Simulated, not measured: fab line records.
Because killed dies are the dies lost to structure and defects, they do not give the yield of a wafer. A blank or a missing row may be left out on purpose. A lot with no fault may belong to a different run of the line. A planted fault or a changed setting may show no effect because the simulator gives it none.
Chamber matching    flow n5Finfet    uvCure-01 running N5_BEOL_M10_CURE_72: 3 sister chambers
The step cures SiCOH lowk, time 120 s. 6 wafers are shown with their chamber, then 12 later ones without.

WAFERS PAIRED WITH THEIR CHAMBERS
wafer   chamber  wafer_temp_C_max  lampPowerPct (%)
L077.3  2        371.7             52.34
L077.6  2        371.2             52.41
L080.2  1        370.9             52.39
L080.6  1        371.3             52.37
L088.3  0        372.7             52.28
L088.4  0        372.4             52.24

WAFERS MISSING THEIR CHAMBER
wafer   wafer_temp_C_max  lampPowerPct (%)
L091.1  371.7             52.42
L091.2  371.4             52.26
L091.4  371.3             52.25
L090.2  370.6             52.31
L090.5  371.6             52.28
L090.6  371.1             52.37
L097.1  371.6             52.28
L097.3  371.4             52.17
L097.4  371.4             52.30
L097.2  371.7             52.41
L097.5  371.6             52.30
L097.6  371.4             52.19

CHAMBER TAKEN BY EACH
wafer   from the rows above           in truth
L091.1  can't be placed: 2 or 1       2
L091.2  can't be placed: 2 or 1 or 0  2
L091.4  can't be placed: 2 or 1 or 0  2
L090.2  can't be placed: 1 or 2       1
L090.5  can't be placed: 2 or 0 or 1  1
L090.6  can't be placed: 1 or 2       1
L097.1  can't be placed: 2 or 0 or 1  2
L097.3  can't be placed: 0 or 2 or 1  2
L097.4  can't be placed: 2 or 1 or 0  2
L097.2  can't be placed: 2 or 1       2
L097.5  can't be placed: 2 or 1 or 0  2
L097.6  can't be placed: 0 or 2 or 1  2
Placed correctly: 0 of 12. These rows do not allow placing 12 (true chamber among the candidates in 12). Number placed wrongly: 0.
How it was worked out, from the rows above alone: a wafer's distance from a chamber is the root of the sum, over the readings, of the square of ((its reading less the chamber's mean) divided by the reading's scatter). If the next closest chamber is less than 2 further off than the closest, the wafer can't be placed; otherwise it belongs to the closest. Each chamber's mean is taken over the wafers shown for it. The scatter is the square root of a quotient: the sum, over the shown wafers, of each reading's squared deviation from its chamber's mean, divided by wafers minus chambers.
